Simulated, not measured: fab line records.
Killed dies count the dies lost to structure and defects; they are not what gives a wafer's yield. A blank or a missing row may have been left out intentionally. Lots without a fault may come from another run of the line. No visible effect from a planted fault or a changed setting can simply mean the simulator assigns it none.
Lot-split experiment | flow n5 finfet | 39 wafers read across 7 lots, on a route 1938 steps long

== ON THE SPLIT ==
At N5_MOL_CONTACT_COAG_ETCH_124 (etches SiNx in CH3F/O2, stops on SiOC, target depth 6.5 nm), the setting target depth a was moved away from the recipe's 65 angstrom on 15 of the 39 wafers read, by -46.0% to +47.5%. The other wafers ran this setting at the recipe's value.

Reading taken at the split's own step.

== THE READING ==
SOC_of_MOL_CONTACT_COAG_COAT_62.thk nm (the simulator's own value, which no gauge read), in nm, at N5_MOL_CONTACT_COAG_ETCH_124 (etches SiNx in CH3F/O2, stops on SiOC, target depth 6.5 nm). The file gives no usual value for it. Across the 24 wafers here that went through the recipe, the average is 48.5 nm and the standard deviation 0.28 nm.

wafer  | tool, chamber at the split | target depth a as run, angstrom | against the recipe | SOC_of_MOL_CONTACT_COAG_COAT_62.thk nm, nm | against lot-mates on the recipe
L075.1 | rie diel-05, 1             | 65                              | recipe             | 48.6                                       | -
L075.2 | rie diel-05, 2             | 65                              | recipe             | 48.6                                       | -
L075.6 | rie diel-05, 0             | 65                              | recipe             | 48.2                                       | -
L077.1 | rie diel-05, 2             | 65                              | recipe             | 48.2                                       | -
L077.2 | rie diel-05, 0             | 65                              | recipe             | 48                                         | -
L077.3 | rie diel-05, 1             | 89.49                           | +37.7%             | 47.2                                       | -0.9
L077.4 | rie diel-05, 0             | 65                              | recipe             | 48                                         | -
L077.5 | rie diel-05, 2             | 89.49                           | +37.7%             | 47.2                                       | -0.9
L077.6 | rie diel-05, 1             | 89.49                           | +37.7%             | 47                                         | -1.1
L083.1 | rie diel-01, 0             | 65                              | recipe             | 48.6                                       | -
L083.2 | rie diel-01, 1             | 65                              | recipe             | 48.6                                       | -
L083.3 | rie diel-01, 3             | 65                              | recipe             | 48.6                                       | -
L083.4 | rie diel-01, 2             | 44.03                           | -32.3%             | 49.6                                       | +1.0
L083.5 | rie diel-01, 3             | 44.03                           | -32.3%             | 49.6                                       | +1.0
L083.6 | rie diel-01, 0             | 44.03                           | -32.3%             | 49.6                                       | +1.0
L084.1 | rie diel-01, 2             | 65                              | recipe             | 48.6                                       | -
L084.2 | rie diel-01, 1             | 95.89                           | +47.5%             | 47.2                                       | -1.5
L084.3 | rie diel-01, 0             | 65                              | recipe             | 49                                         | -
L084.4 | rie diel-01, 2             | 95.89                           | +47.5%             | 47.4                                       | -1.3
L084.5 | rie diel-01, 1             | 65                              | recipe             | 48.6                                       | -
L084.6 | rie diel-01, 0             | 95.89                           | +47.5%             | 47.6                                       | -1.1
L086.1 | rie diel-04, 3             | 65                              | recipe             | 48                                         | -
L086.2 | rie diel-04, 0             | 35.1                            | -46.0%             | 50.2                                       | +1.9
L086.3 | rie diel-04, 1             | 65                              | recipe             | 48.6                                       | -
L086.4 | rie diel-04, 2             | 65                              | recipe             | 48.2                                       | -
L086.5 | rie diel-04, 1             | 35.1                            | -46.0%             | 50.2                                       | +1.9
L086.6 | rie diel-04, 2             | 35.1                            | -46.0%             | 49.6                                       | +1.3
L088.1 | rie diel-04, 2             | 65                              | recipe             | 48.2                                       | -
L088.2 | rie diel-04, 1             | 65                              | recipe             | 48.6                                       | -
L088.3 | rie diel-04, 3             | 65                              | recipe             | 48.2                                       | -
L088.4 | rie diel-04, 0             | 65                              | recipe             | 48.8                                       | -
L088.5 | rie diel-04, 3             | 65                              | recipe             | 48.4                                       | -
L088.6 | rie diel-04, 2             | 65                              | recipe             | 48.4                                       | -
L093.1 | rie diel-05, 2             | 65                              | recipe             | 49                                         | -
L093.2 | rie diel-05, 3             | 47.51                           | -26.9%             | 49.2                                       | +0.5
L093.3 | rie diel-05, 1             | 47.51                           | -26.9%             | 49                                         | +0.3
L093.4 | rie diel-05, 0             | 47.51                           | -26.9%             | 49.4                                       | +0.7
L093.5 | rie diel-05, 0             | 65                              | recipe             | 48.6                                       | -
L093.6 | rie diel-05, 3             | 65                              | recipe             | 48.4                                       | -

THE FIT
A straight line over all 39 wafers: SOC_of_MOL_CONTACT_COAG_COAT_62.thk nm changes by -0.0301 nm for each +1% of target depth a; r = -0.93; the points scatter about the line by 0.28 nm.
The same after taking each lot's own level away (the mean of its wafers on the recipe; 39 wafers): -0.0297 nm for each +1%; r = -0.95; scatter 0.23 nm.
On that fit, the largest move of target depth a shifts the reading by 1.4 nm.
The lots' own levels span 48.07 to 48.73 nm, that is 2.4 times the standard deviation above.
So the lot-to-lot level changes the slope little: the two slopes agree.
Check: -1.35 nm against its lot-mates is what the line predicts for one of the wafers moved furthest among these (+47.5%) when that wafer is left out of the fit. It came out at -1.53 nm against them.

== ADDITIONAL SPLITS CARRIED BY THESE WAFERS ==
Other splits were also applied to these wafers ahead of the reading. Each is held against what the fit with the lots' levels taken away leaves over:
other split on the same wafers           | wafers away from the commonest value | r with SOC_of_MOL_CONTACT_COAG_COAT_62.thk nm (lot level and that fit taken away)
N5_PMOS_HMC_CHANNEL_EPI_HM_DEP_34 time s | 12                                   | -0.15
N5_HKMG_FIN_ETCH_58 target depth a       | 12                                   | -0.05
N5_GATE_CUT_ETCH_56 target depth a       | 12                                   | -0.05

== THE WHOLE CHAIN: every reading that the file lists as answering this split, in the file's order ==
step                         | what it does                                               | reading                                                                                 | change (the file's fit)                                                              | r (the file's)
N5_MOL_CONTACT_COAG_ETCH_124 | etches SiNx in CH3F/O2, stops on SiOC, target depth 6.5 nm | etch.depth nm (the simulator's own value, which no gauge read)                          | not straight: 3.484 at the lowest setting, 5.008 at the recipe, 4.981 at the highest | not given
N5_MOL_CONTACT_COAG_ETCH_124 | etches SiNx in CH3F/O2, stops on SiOC, target depth 6.5 nm | SOC_of_MOL_CONTACT_COAG_COAT_62.thk nm (the simulator's own value, which no gauge read) | -0.0297 nm for each +1% of the setting                                               | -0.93

== THE FILE'S OWN FIT ==
SOC_of_MOL_CONTACT_COAG_COAT_62.thk nm changes by -0.0297 nm for each +1% of target depth a, r = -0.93.
